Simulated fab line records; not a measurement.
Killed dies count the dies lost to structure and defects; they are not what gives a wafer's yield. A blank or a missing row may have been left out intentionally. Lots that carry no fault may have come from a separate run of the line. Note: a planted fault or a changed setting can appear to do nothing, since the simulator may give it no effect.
Struck lot and sound lot, side by side    flow nandHarc    15 steps out of a route of 1302
Sound: these wafers, L397.2, L397.3, L397.5. Wafers L395.1, L395.2, L395.4 were the ones struck. The cause is given at the end.
Per side, at each step with rows, come the tool, then ch with its chambers, and then its first start. Under that, the readings that differ: sound wafers    struck wafers    difference of the means    sigmas: that difference in standard deviations of wafers without a fault.
alike: readings whose means differ by less than 2 such deviations, and words and numbers that are the same on both sides. not compared: withheld readings, readings that some wafer has no value for, bounds like >300 that may hide the same value, and numbers for which the record gives no deviation and whose values overlap.
Wherever a step has rows on one side only, a row that says differs or no value, or a row with sigmas, the two part there. Non-overlapping numbers with no deviation appear without sigmas and do not part them. A reading that every wafer of one side lacks parts them only if that side has two wafers or more.

first, 5 steps without rows for these wafers: NHARC_P_GATE_SOFTBAKE_86 (time 95 s); NHARC_P_GATE_EBR_87; NHARC_P_GATE_EXPOSE_88 (exposes mask P HVN, target cd 2000 nm); NHARC_P_GATE_PEB_89 (peb time 85 s); NHARC_P_GATE_DEVELOP_90 (time 70 s).
NHARC_P_GATE_CD_MEAS_91: target cd 2000 nm.
  sound on cdSem-02 ch 0, day 13 22:44; struck on cdSem-01 ch 0, day 12 21:57
  alike: cdNm
then, 1 step without rows for these wafers: NHARC_P_GATE_HARDBAKE_92 (time 80 s).
NHARC_P_GATE_DESCUM_93: chemistry O2, time 3 s.
  sound on rieDiel-13 ch 0,1,2, day 13 22:53; struck on rieDiel-05 ch 0,2,3, day 12 22:07
  alike: chamberPressureMTorr, drypumpMotorCurrentA, oesProductAu, rfVppV, showerheadPlenumPTorr, throttleValvePct
  not compared: rfHoursCounterH
then, 1 step without rows for these wafers: NHARC_P_GATE_IMPLANT_94.
NHARC_P_GATE_STRIP_113: strips in N2/H2, time 740 s.
  sound on plasmaAsher-02 ch 0, day 13 23:15; struck on plasmaAsher-02 ch 0,1, day 12 22:29
  alike: drypumpMotorCurrentA, heaterPowerW
  not compared: rfHoursCounterH
NHARC_P_GATE_STRIP_95: strips in O2.
  sound on plasmaAsher-02 ch 0, day 13 23:58; struck on plasmaAsher-02 ch 0,1, day 12 23:13
  alike: drypumpMotorCurrentA, heaterPowerW
  not compared: rfHoursCounterH
then, 1 step without rows for these wafers: NHARC_P_GATE_STRIP_96 (strips in SPM, time 900 s).
NHARC_P_GATE_RTA_64: time 1 s.
  sound on rtpAnneal-01 ch 0, day 14 00:37; struck on rtpAnneal-02, day 12 23:46
  no value came back on the struck wafers for annealTempCMax, lampPowerPct (%), lamp_zone_3_pct (%), wafer_temp_C_max; on the sound wafers annealTempCMax reads 1053.4 1053.3 1052.6
then, 1 step without rows for these wafers: NHARC_P_GATE_ETCH_77 (etches SiO2 in dHF, target depth 6 nm).
-- jump in the record: it breaks off in module P_GATE and resumes in module END (first step shown: number 1302 of the route), and 18 days separate the struck wafers' starts before and after --
NHARC_END_SORT_01:
  only the struck wafers appear in the record here, on prober-02 ch 0 at day 30 23:24; the sound ones have no rows

## WHERE THEY PART
Earliest at NHARC_P_GATE_RTA_64; latest, in this record, at NHARC_END_SORT_01.

WHY: what the simulator had put in
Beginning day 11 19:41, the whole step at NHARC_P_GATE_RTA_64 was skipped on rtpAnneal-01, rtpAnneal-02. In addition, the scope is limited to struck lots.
